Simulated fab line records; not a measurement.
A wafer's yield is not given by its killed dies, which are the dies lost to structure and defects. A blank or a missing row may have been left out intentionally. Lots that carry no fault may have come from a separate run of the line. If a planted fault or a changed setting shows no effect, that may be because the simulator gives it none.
fab line records + flow nand_harc
record:
- lots: 6
- wafers: 18
- last_day: 32
route steps=1302 shown A_STAIRCASE@837 END@1302
lots with no fault: from the same line, run without faults
start_h: hours from the record's opening day to when the first of the lot's shown wafers began + wait_h: hours since the lot's step before + " unchanged from the row above + L1.1+2: a row that stands for several wafers + - no value, or no start given + * or withheld: withheld + < > ~ a bound
route shown NAME@n: NAME is a module with steps in the file, n the number in the route of the first one + usual: average and standard deviation across the fault-free wafers + same: alike in all rows + chamber/n: place in a boat + sites: each site's reading + _std_site: standard deviation across them + _edge_site: outer sites' mean less inner sites' + radius_mm: how far each site lies from the wafer's centre + mask NAME#n: copy n + behind: the most recent tool/chamber to have shaped the wafer + hold: why the lot was held/for how many hours/how that ended + device: the n, p or np transistor that did not switch + end of line: the tests these same wafers got at the end of their route + a step given without rows: its recipe and nothing more + killed: at the first sort, the dies lost to defects and structure; wafer yield is something else + map: dies across one wafer; x = killed, . = not, _ = none there
set.NAME: the setting as run; set.NAME@STEP: as run at that earlier step + model.NAME: the simulator's own value behind a step, which no gauge read
certain route steps with their lots: each step a table, each wafer a row
services: the hour from which a tool's chamber was out of use, counted from the record's first day as start_h (under 0 if before that day), plus the number of hours and why
== steps ==
step: NHARC_A_STAIRCASE_STRIP_317
recipe:
- time_s: 900
- temp_c: 130
- chemistry: SPM
step: NHARC_A_STAIRCASE_PRECLEAN_318
recipe:
- time_s: *
- temp_c: 50
- bath_age_min: 0
- chemistry: SC1
step: NHARC_A_STAIRCASE_SRD_329
step: NHARC_A_STAIRCASE_ALD_415
recipe:
- target_thk_a: 300
- pulse_time_s: 6
- ald_cycles: 300
- temp_c: 300
- material: SiO2
step: NHARC_A_STAIRCASE_ETCHBACK_416
recipe:
- target_depth_a: 360
- time_s: 7.2
- c4f8_flow_sccm: withheld
- o2_flow_sccm: 8
- ar_flow_sccm: withheld
- rf_w: 600
- bias_w: 800
- chemistry: C4F8/O2/Ar
step: NHARC_A_STAIRCASE_STRIP_476
recipe:
- time_s: 20
- o2_flow_sccm: 500
- ar_flow_sccm: 0
- bias_w: 0
- chemistry: O2
step: NHARC_A_STAIRCASE_DEP_417
recipe:
- target_thk_a: 600
- step_coverage_pct: 20
- temp_c: 400
- target_thk_nm: 60
- flow_sccm: 200
- rf_w: 450
- material: Si3N4
step: NHARC_A_STAIRCASE_WET_418
recipe:
- temp_c: 160
- target_depth_a: 200
- chemistry: H3PO4
step: NHARC_A_STAIRCASE_PRECLEAN_419
recipe:
- time_s: *
- temp_c: 50
- bath_age_min: 0
- chemistry: SC1
step: NHARC_A_STAIRCASE_SRD_421
step: NHARC_A_STAIRCASE_ALD_420
recipe:
- target_thk_a: 200
- pulse_time_s: 6
- ald_cycles: 200
- temp_c: 300
- material: SiO2
step: NHARC_A_STAIRCASE_CVD_552
recipe:
- target_thk_a: 400
- temp_c: 700
- pressure_mtorr: 300
- material: SiNx
usual:
- zone_power_bottom_pct: 15.4/1.2
- zone_power_centre_pct: 11.9/0.83
| lot.wafer | tool     | chamber | start_h | wait_h | zone_power_bottom_pct | zone_power_centre_pct |
|-----------|----------|---------|---------|--------|-----------------------|-----------------------|
| L766.2    | lpcvd-01 | 1       | 393.13  | -      | 15.8                  | 12.6                  |
| L766.3    | "        | 1       | "       | "      | 15.4                  | 12.2                  |
| L766.4    | "        | 1       | "       | "      | 15.7                  | 12.4                  |
| L771.1    | lpcvd-01 | 0       | 453.16  | -      | 14.1                  | 12.6                  |
| L771.5    | "        | 0       | "       | "      | 14.2                  | 12.7                  |
| L771.6    | "        | 0       | "       | "      | 14.2                  | 12.5                  |
| L774.1    | lpcvd-01 | 0       | 469.52  | -      | 14.2                  | 12.5                  |
| L774.3    | "        | 0       | "       | "      | 14.0                  | 12.5                  |
| L774.4    | "        | 0       | "       | "      | 14.3                  | 12.7                  |
| L783.2    | lpcvd-01 | 0       | 553.04  | -      | 14.2                  | 12.4                  |
| L783.3    | "        | 0       | "       | "      | 14.5                  | 12.6                  |
| L783.4    | "        | 0       | "       | "      | 14.2                  | 12.8                  |
| L782.2    | lpcvd-01 | 0       | 556.44  | -      | 14.3                  | 12.6                  |
| L782.4    | "        | 0       | "       | "      | 14.0                  | 12.4                  |
| L782.5    | "        | 0       | "       | "      | 14.2                  | 12.5                  |
| L786.1    | lpcvd-02 | 0       | 599.30  | -      | 16.7                  | 10.7                  |
| L786.2    | "        | 0       | "       | "      | 17.1                  | 10.5                  |
| L786.5    | "        | 0       | "       | "      | 16.7                  | 10.6                  |
step: NHARC_A_STAIRCASE_DEP_151
recipe:
- target_thk_a: 72000
- temp_c: 400
- target_thk_nm: 7200
- teos_flow_sccm: 200
- rf_w: 500
- material: SiO2
usual:
- heater_power_w: 647/84
| lot.wafer | tool     | chamber | start_h | wait_h | heater_power_w |
|-----------|----------|---------|---------|--------|----------------|
| L766.3    | pecvd-03 | 1       | 396.67  | 0.4    | 588            |
| L766.2    | "        | 0       | "       | "      | 813            |
| L766.4    | "        | 1       | "       | "      | 506            |
| L771.1    | pecvd-02 | 2       | 456.89  | 0.5    | 528            |
| L771.6    | "        | 1       | "       | "      | 622            |
| L771.5    | "        | 0       | "       | "      | 563            |
| L774.1    | pecvd-03 | 2       | 473.24  | 0.5    | 683            |
| L774.3    | "        | 0       | "       | "      | 744            |
| L774.4    | "        | 1       | "       | "      | 508            |
| L783.3    | pecvd-04 | 1       | 556.78  | 0.5    | 695            |
| L783.2    | "        | 2       | "       | "      | 616            |
| L783.4    | "        | 1       | "       | "      | 608            |
| L782.2    | pecvd-04 | 0       | 560.14  | 0.5    | 762            |
| L782.4    | "        | 0       | "       | "      | 627            |
| L782.5    | "        | 1       | "       | "      | 621            |
| L786.2    | pecvd-04 | 0       | 602.87  | 0.4    | 654            |
| L786.1    | "        | 1       | "       | "      | 772            |
| L786.5    | "        | 1       | "       | "      | 619            |
step: NHARC_A_STAIRCASE_ANNEAL_320
recipe:
- temp_c: 750
- time_s: 1800
step: NHARC_A_STAIRCASE_DEP_322
recipe:
- target_thk_a: 72000
- temp_c: 400
- target_thk_nm: 7200
- teos_flow_sccm: 200
- rf_w: 500
- material: SiO2
step: NHARC_A_STAIRCASE_ANNEAL_323
recipe:
- temp_c: 750
- time_s: 1800
step: NHARC_A_STAIRCASE_DEP_325
recipe:
- target_thk_a: 72000
- temp_c: 400
- target_thk_nm: 7200
- teos_flow_sccm: 200
- rf_w: 500
- material: SiO2
usual:
- heater_power_w: 640/88
| lot.wafer | tool     | chamber | start_h | wait_h | heater_power_w |
|-----------|----------|---------|---------|--------|----------------|
| L766.3    | pecvd-04 | 2       | 411.68  | 0.1    | 704            |
| L766.2    | "        | 1       | "       | "      | 618            |
| L766.4    | "        | 2       | "       | "      | 586            |
| L771.1    | pecvd-03 | 0       | 477.79  | 0.3    | 774            |
| L771.5    | "        | 1       | "       | "      | 496            |
| L771.6    | "        | 2       | "       | "      | 642            |
| L774.1    | pecvd-04 | 2       | 498.15  | 0.1    | 724            |
| L774.3    | "        | 0       | "       | "      | 693            |
| L774.4    | "        | 2       | "       | "      | 589            |
| L783.3    | pecvd-03 | 2       | 571.96  | 0.2    | 825            |
| L783.2    | "        | 0       | "       | "      | 757            |
| L783.4    | "        | 1       | "       | "      | 480            |
| L782.2    | pecvd-04 | 2       | 571.96  | 0.2    | 667            |
| L782.5    | "        | 1       | "       | "      | 627            |
| L782.4    | "        | 2       | "       | "      | 581            |
| L786.2    | pecvd-03 | 0       | 620.94  | 0.1    | 862            |
| L786.1    | "        | 1       | "       | "      | 577            |
| L786.5    | "        | 2       | "       | "      | 669            |
step: NHARC_A_STAIRCASE_ANNEAL_326
recipe:
- temp_c: 750
- time_s: 1800
step: NHARC_A_STAIRCASE_DEHYDRATE_433
recipe:
- temp_c: 150
- time_s: 120
step: NHARC_A_STAIRCASE_HMDS_434
recipe:
- time_s: 30
step: NHARC_A_STAIRCASE_COAT_435
recipe:
- spin_rpm: 1200
step: NHARC_A_STAIRCASE_SOFTBAKE_436
recipe:
- temp_c: 135
- time_s: 170
step: NHARC_A_STAIRCASE_EBR_437
step: NHARC_A_STAIRCASE_EXPOSE_438
recipe:
- na: 0.5
- dose_mj: 28.97
- mask_id: STAIR_REV
step: NHARC_A_STAIRCASE_PEB_439
recipe:
- peb_temp_c: 115
- peb_time_s: 130
step: NHARC_A_STAIRCASE_DEVELOP_440
recipe:
- time_s: 140
step: NHARC_A_STAIRCASE_HARDBAKE_442
recipe:
- temp_c: 120
- time_s: 140
step: NHARC_A_STAIRCASE_DESCUM_443
recipe:
- time_s: 3
- o2_flow_sccm: 200
- ar_flow_sccm: 0
- bias_power_w: 0
- chemistry: O2
usual:
- drypump_motor_current_A: 5.8/0.47
- o2_flow_sccm: 199.9/0.56
- oes_product_au: 1.000/0.015
- rf_vpp_V: 57.7/0.89
- showerhead_plenum_p_Torr: 1.88/0.091
- throttle_valve_pct: 11.311/0.0088
same:
- time_s: 3
| lot.wafer | tool        | chamber | start_h | wait_h | drypump_motor_current_A | o2_flow_sccm | oes_product_au | rf_hours_counter_h | rf_vpp_V | showerhead_plenum_p_Torr | throttle_valve_pct |
|-----------|-------------|---------|---------|--------|-------------------------|--------------|----------------|--------------------|----------|--------------------------|--------------------|
| L766.2    | rie_diel-05 | 2       | 419.73  | -      | 5.5                     | 200.4        | 1.025          | 0                  | 58.2     | 1.87                     | 11.308             |
| L766.3    | "           | 3       | "       | "      | 5.7                     | 199.8        | 0.985          | 0                  | 57.3     | 2.06                     | 11.301             |
| L766.4    | "           | 1       | "       | "      | 5.1                     | 199.2        | 1.006          | 0                  | 58.5     | 1.86                     | 11.312             |
| L771.1    | rie_diel-05 | 3       | 492.18  | -      | 5.7                     | 200.1        | 0.970          | 20                 | 58.9     | 2.05                     | 11.303             |
| L771.5    | "           | 0       | "       | "      | 5.8                     | 199.8        | 1.000          | -                  | 57.5     | 1.94                     | 11.304             |
| L771.6    | "           | 1       | "       | "      | 5.1                     | 198.7        | 0.999          | -                  | 57.6     | 1.85                     | 11.300             |
| L774.1    | rie_diel-04 | 0       | 507.60  | -      | 5.3                     | 200.0        | 0.992          | 44                 | 57.7     | 1.78                     | 11.299             |
| L774.4    | "           | 1       | "       | "      | 6.6                     | 200.2        | 1.008          | 41                 | 58.3     | 1.95                     | 11.321             |
| L774.3    | "           | 3       | "       | "      | 6.6                     | 200.2        | 1.021          | 45                 | 58.8     | 1.96                     | 11.319             |
| L783.3    | rie_diel-04 | 2       | 579.83  | -      | 5.7                     | 199.6        | 1.004          | 13                 | 57.2     | 1.78                     | 11.310             |
| L783.4    | "           | 0       | "       | "      | 5.3                     | 200.1        | 0.989          | 12                 | 57.4     | 1.78                     | 11.318             |
| L783.2    | "           | 1       | "       | "      | 6.6                     | 200.1        | 1.011          | 12                 | 57.6     | 1.94                     | 11.305             |
| L782.2    | rie_diel-10 | 0       | 579.97  | -      | 6.1                     | 199.8        | 0.975          | 56                 | 56.7     | 1.76                     | 11.300             |
| L782.4    | "           | 1       | "       | "      | 5.2                     | 199.4        | 0.996          | 49                 | 57.6     | 1.96                     | 11.295             |
| L782.5    | "           | 0       | "       | "      | 6.1                     | 200.2        | 0.972          | -                  | 55.7     | 1.76                     | 11.312             |
| L786.2    | rie_diel-04 | 0       | 631.16  | -      | 5.4                     | 199.7        | 0.995          | 29                 | 57.5     | 1.77                     | 11.311             |
| L786.1    | "           | 3       | "       | "      | 6.6                     | 200.1        | 1.008          | 27                 | 57.8     | 1.94                     | 11.299             |
| L786.5    | "           | 1       | "       | "      | 6.6                     | 200.0        | 1.012          | -                  | 57.6     | 1.94                     | 11.318             |
step: NHARC_A_STAIRCASE_ETCH_444
recipe:
- target_depth_a: 2.04e+05
- time_s: 6800
- c4f8_flow_sccm: 20
- o2_flow_sccm: 10
- ar_flow_sccm: withheld
- rf_w: 600
- bias_w: 1000
- chemistry: C4F8/O2
step: NHARC_A_STAIRCASE_STRIP_446
recipe:
- power_w: 1500
- temp_c: 250
- chemistry: O2
step: NHARC_A_STAIRCASE_STRIP_447
recipe:
- time_s: 900
- temp_c: 130
- chemistry: SPM
step: NHARC_A_STAIRCASE_PRECLEAN_448
recipe:
- time_s: *
- temp_c: 50
- bath_age_min: 0
- chemistry: SC1
step: NHARC_A_STAIRCASE_SRD_449
step: NHARC_A_STAIRCASE_CMP_450
recipe:
- target_thk_nm: 200
- material: SiO2
usual:
- motor_current_A: 11.5/1.1
| lot.wafer | tool   | chamber | start_h | wait_h | motor_current_A |
|-----------|--------|---------|---------|--------|-----------------|
| L766.4    | cmp-04 | 1       | 425.15  | -      | 13.2            |
| L766.2    | "      | 2       | "       | "      | 12.0            |
| L766.3    | "      | 0       | "       | "      | 10.8            |
| L771.1    | cmp-02 | 1       | 497.44  | -      | 11.7            |
| L771.5    | "      | 2       | "       | "      | 12.0            |
| L771.6    | "      | 3       | "       | "      | 11.6            |
| L774.1    | cmp-02 | 2       | 512.90  | -      | 12.0            |
| L774.3    | "      | 3       | "       | "      | 11.0            |
| L774.4    | "      | 0       | "       | "      | 14.0            |
| L783.4    | cmp-04 | 2       | 585.10  | -      | 12.1            |
| L783.2    | "      | 3       | "       | "      | 10.4            |
| L783.3    | "      | 0       | "       | "      | 10.8            |
| L782.2    | cmp-03 | 2       | 585.42  | -      | 9.7             |
| L782.4    | "      | 0       | "       | "      | 13.0            |
| L782.5    | "      | 1       | "       | "      | 10.7            |
| L786.1    | cmp-03 | 2       | 636.44  | -      | 10.3            |
| L786.2    | "      | 3       | "       | "      | 11.4            |
| L786.5    | "      | 2       | "       | "      | 9.7             |
step: NHARC_A_STAIRCASE_CMP_152
usual:
- motor_current_A: 11.5/1.1
| lot.wafer | tool   | chamber | start_h | wait_h | motor_current_A |
|-----------|--------|---------|---------|--------|-----------------|
| L766.4    | cmp-04 | 1       | 425.23  | 0.1    | 12.9            |
| L766.2    | "      | 2       | "       | "      | 12.1            |
| L766.3    | "      | 0       | "       | "      | 10.8            |
| L771.1    | cmp-02 | 1       | 497.51  | 0.1    | 11.0            |
| L771.5    | "      | 2       | "       | "      | 11.6            |
| L771.6    | "      | 3       | "       | "      | 11.9            |
| L774.1    | cmp-02 | 2       | 512.97  | 0.1    | 12.4            |
| L774.3    | "      | 3       | "       | "      | 11.1            |
| L774.4    | "      | 0       | "       | "      | 14.0            |
| L783.4    | cmp-04 | 2       | 585.17  | 0.1    | 12.4            |
| L783.2    | "      | 3       | "       | "      | 9.9             |
| L783.3    | "      | 0       | "       | "      | 10.5            |
| L782.2    | cmp-03 | 2       | 585.49  | 0.1    | 9.9             |
| L782.4    | "      | 0       | "       | "      | 12.7            |
| L782.5    | "      | 1       | "       | "      | 10.3            |
| L786.1    | cmp-03 | 2       | 636.51  | 0.1    | 9.8             |
| L786.2    | "      | 3       | "       | "      | 12.8            |
| L786.5    | "      | 2       | "       | "      | 9.8             |
step: NHARC_END_SORT_01
recipe:
- temp_c: 25
usual:
- killed_at_array: 52/17
- killed_at_other: 1.2/1.4
- killed_at_periphery: 4.7/2.9
- killed_dies: 58/17
- killed_open: 3.2/1.9
- killed_short: 2.4/1.4
same:
- gross_dies: 677
| lot.wafer | tool      | chamber | start_h | wait_h | killed_at_array | killed_at_other | killed_at_periphery | killed_dies | killed_open | killed_short |
|-----------|-----------|---------|---------|--------|-----------------|-----------------|---------------------|-------------|-------------|--------------|
| L783.2    | prober-02 | 0       | 716.10  | 2.8    | 596             | 3               | 2                   | 601         | 4           | 0            |
| L783.3    | prober-02 | 0       | 716.89  | 3.1    | 535             | 1               | 4                   | 540         | 6           | 1            |
| L783.4    | prober-02 | 0       | 717.69  | 3.4    | 604             | 1               | 3                   | 608         | 4           | 2            |
| L782.2    | prober-01 | 0       | 716.13  | 2.8    | 507             | 0               | 6                   | 513         | 3           | 2            |
| L782.4    | prober-01 | 0       | 717.74  | 3.4    | 462             | 2               | 3                   | 467         | 5           | 3            |
| L782.5    | prober-01 | 0       | 718.55  | 3.7    | 496             | 0               | 4                   | 500         | 0           | 1            |
killed by level:class
L783.2 A_STAIRCASE:area_cvd=526 A_CHANNEL_HOLE_D1:chamber_film_flake=28 A_CHANNEL_HOLE_D2:chamber_film_flake=15 A_SLIT:chamber_film_flake=14 A_STAIRCASE:chamber_film_flake=4 P_GATE:geometric_particle:open=2 A_CHANNEL_FILL_D1:chamber_film_flake=2 A_CHANNEL_FILL_D2:chamber_film_flake=2
L782.2 A_STAIRCASE:area_cvd=481 A_CHANNEL_HOLE_D1:chamber_film_flake=10 A_SLIT:chamber_film_flake=4 A_CHANNEL_FILL_D2:chamber_film_flake=3 P_GATE:chamber_film_flake=3 A_STAIRCASE:chamber_film_flake=3 A_CONTACT:chamber_film_flake=3 P_GATE:geometric_particle:open=1
L783.3 A_STAIRCASE:area_cvd=466 A_CHANNEL_HOLE_D1:chamber_film_flake=25 A_SLIT:chamber_film_flake=15 A_CHANNEL_HOLE_D2:chamber_film_flake=9 A_CONTACT:chamber_film_flake=4 A_WL_FILL:chamber_film_flake=3 A_CONTACT:geometric_particle:open=2 P_ZERO_WELL:chamber_film_flake=2
L783.4 A_STAIRCASE:area_cvd=533 A_SLIT:chamber_film_flake=29 A_CHANNEL_HOLE_D1:chamber_film_flake=15 A_CHANNEL_HOLE_D2:chamber_film_flake=14 A_CHANNEL_FILL_D1:chamber_film_flake=4 P_ZERO_WELL:chamber_film_flake=2 A_STAIRCASE:chamber_film_flake=2 P_M0:geometric_particle:open=1
L782.4 A_STAIRCASE:area_cvd=436 A_CHANNEL_HOLE_D1:chamber_film_flake=6 A_CONTACT:chamber_film_flake=5 A_STAIRCASE:chamber_film_flake=4 A_CHANNEL_FILL_D2:chamber_film_flake=3 A_SLIT:chamber_film_flake=3 P_GATE:geometric_particle:open=2 A_CHANNEL_FILL_D2:geometric_particle:open=2
L782.5 A_STAIRCASE:area_cvd=469 A_CHANNEL_HOLE_D1:chamber_film_flake=13 A_CONTACT:chamber_film_flake=6 P_ZERO_WELL:chamber_film_flake=4 A_STAIRCASE:chamber_film_flake=3 A_CHANNEL_FILL_D2:geometric_particle:short=1 A_ZERO_WELL:chamber_film_flake=1 A_CHANNEL_HOLE_D2:chamber_film_flake=1
map L782.2 (x killed, . not)
____________x____________
_________xxxxxxx_________
_______xxxx.xxxxxx_______
______xxxxxxxxxxxxx______
_____xxxxxxxxxxxxxxx_____
____xxxxxxxxxxxxxxxxx____
____xxxxxxxxxxxxxxxxx____
___xxxxxxxx..xxxxxxxxx___
___x.xxxxx.xxxxxxxxxxx___
__xxxxxxxxxxxxxxxxxxxxx__
__xxxxxxxxx..x..xxxxxxx__
_xxxxx.xxx..x.xxx.xxxxxx_
_xxxxx.x.x....x.xxxxxxxx_
_xxxxxx.......xxxxxxxxxx_
_xxx..x.xxx..x....xxxxxx_
_xxxxxx..........xxxxxxx_
xxxxxxxx......x..xxxxxxxx
xxx.xx.x........xxxxxxxxx
xx.x.x.......xx..xxxxxxxx
xxxxxxx..x.x..x..xxxxxxxx
xxx.x.x......x..x..xxxxxx
_..xx.....xx.x.xxxxxxxxx_
_xxx..xx...x.x.x.xxxxxxx_
_x.x.x....x.....x.x.xxxx_
_xxxxx.x.....x...xx.xxxx_
_xxxxx.....x..xxxxxxxxxx_
__xxxxxx.xxxx..x..xxxxx__
__xxxx.x.....xxx.xxxxxx__
___xxxxx.xxxxx.xxxxxxx___
___xxxx.x.x..xxxxxxxxx___
____xxxxx...xxxxx.xxx____
____xxxxxxxxxxxxxxxxx____
_____xxxxxxxxxxxxxxx_____
______xxxxxxxxxxxxx______
_______xxxxxxxxxxx_______
_________xxxxxxx_________
____________x____________
map L783.4 (x killed, . not)
____________x____________
_________x.xxxxx_________
_______xxxxxxxxxxx_______
______..xxxxxx.xxxx______
_____.x.xxxxx.xxxxxx_____
____..xxxxxxxxxxxxxxx____
____x.xxxxxxxxxxxxxxx____
___xxxxxxxxx.xxxxxxxxx___
___xxxx.x.xxxxxxxxx.xx___
__..xxxxxxxxxxxxxxxxxxx__
__.xxxxxxxxxxxxxxxxxxxx__
_x..xxx.xxxxxxxxxxxxxxxx_
_x.x..xxxxxxxxxxxxxxxxxx_
_...xxxxxxxxxxxxxxxxxxxx_
_x.xxxxxxxxxxxxxxxxxx.xx_
_x.xxxxxxxxxxxxxxxxxxxxx_
x.xx.xxxxxxxxxxx.xxxxxxxx
.xxxxxxxxxxxxxxxxxxxxxxxx
.xxxxxxxxxxxxxxxxxxxxxxxx
.xxx.xxxxxxxxxx.xxxxxxxxx
xx.xxxxxxxxxxxxxxxxxxxxxx
_x.xxxxxxxxxxxxxxxxxxxxx_
_.xxxxxxxxxxxxxxxxxxxxxx_
_x.xx.xxxxxxxxxxxxxxxxxx_
_..xxxxxxxxxxxxxxxxxxxxx_
_.xx.xxx.xxxxxxx.xxxxxxx_
__.xxxxxxxxxxxxxxxxxxxx__
__x..xx.xxxxxxxxxxxxxxx__
___xxxxxxxxxxxxxxxxxxx___
___xxxxxxxxxxxxxxxxxxx___
____x...xxxx..xxxxxx.____
____.x.xxxxxx.xxxxxxx____
_____xx.xxxxxxxxxxxx_____
______x.xxxxxxxxxxx______
_______..xxxxxxxx._______
_________xx.x.x._________
____________x____________
== services ==
| tool     | chamber | start_h | hours | kind   |
|----------|---------|---------|-------|--------|
| lpcvd-01 | -       | 370.81  | 3.8   | repair |
| cmp-03   | -       | 378.55  | 4.0   | pm     |
| cmp-02   | -       | 405.34  | 3.9   | repair |
| cmp-04   | -       | 408.97  | 4.0   | pm     |
| cmp-04   | -       | 422.21  | 1.1   | repair |
| lpcvd-01 | -       | 428.21  | 1.2   | repair |
| cmp-02   | -       | 428.50  | 4.0   | pm     |
| cmp-02   | -       | 434.01  | 0.9   | repair |
| cmp-03   | -       | 450.37  | 1.2   | repair |
| cmp-04   | -       | 450.42  | 0.9   | repair |
| pecvd-04 | -       | 450.43  | 13.0  | pm     |
| cmp-04   | -       | 454.88  | 0.7   | repair |
| cmp-02   | -       | 458.27  | 0.8   | repair |
| cmp-04   | -       | 460.72  | 1.0   | repair |
| cmp-03   | -       | 476.55  | 4.0   | pm     |
| cmp-03   | -       | 486.73  | 0.9   | repair |
| cmp-03   | -       | 497.04  | 4.2   | repair |
| cmp-03   | -       | 505.42  | 2.0   | repair |
| cmp-04   | -       | 506.97  | 4.0   | pm     |
| pecvd-03 | -       | 547.18  | 13.0  | pm     |
| pecvd-04 | -       | 564.65  | 5.3   | repair |
| pecvd-03 | 0       | 612.42  | 3.4   | repair |
| lpcvd-01 | -       | 626.71  | 1.2   | repair |
| pecvd-04 | -       | 631.43  | 13.0  | pm     |
== key ==
first_sign:
- step: NHARC_END_SORT_01
- reading: killed_at_array
- direction: up
- sigmas: 29
- usual: 52
- struck: 533
effect:
- step: NHARC_END_SORT_01
- reading: killed_dies
- direction: up
- sigmas: 28
- usual: 58
- struck: 538
more_kills_born_at:
- NHARC_A_STAIRCASE_CVD_552@lpcvd-01: 2911
met_at NHARC_A_STAIRCASE_CVD_552
struck_wafers L782.2,L782.4,L782.5,L783.2,L783.3,L783.4
later_rows_left_out L782.2,L782.4,L782.5,L783.2,L783.3,L783.4
tester_left_out L782,L783
onset_between 469.52 553.04
fault:
- kind: process_parameter_drift
- tool: lpcvd-01
- chamber: -
- onset_h: 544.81
- steps: NHARC_A_STAIRCASE_CVD_552
- channel: target_thk_a
- offset: *
- shape: step
- end_h: 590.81
- acts_in: *
- stated: *
tester_left_out: of these lots the tester's yield and bins aren't shown, on N5 and GAA mostly nor the transistor test; their killed dies are dies lost to structure and defects alone, not to doping, threshold or leakage, so they don't give the yield
later_rows_left_out: the simulator's readings of these wafers behind a module that went badly wrong aren't trusted and aren't shown, but for the sort
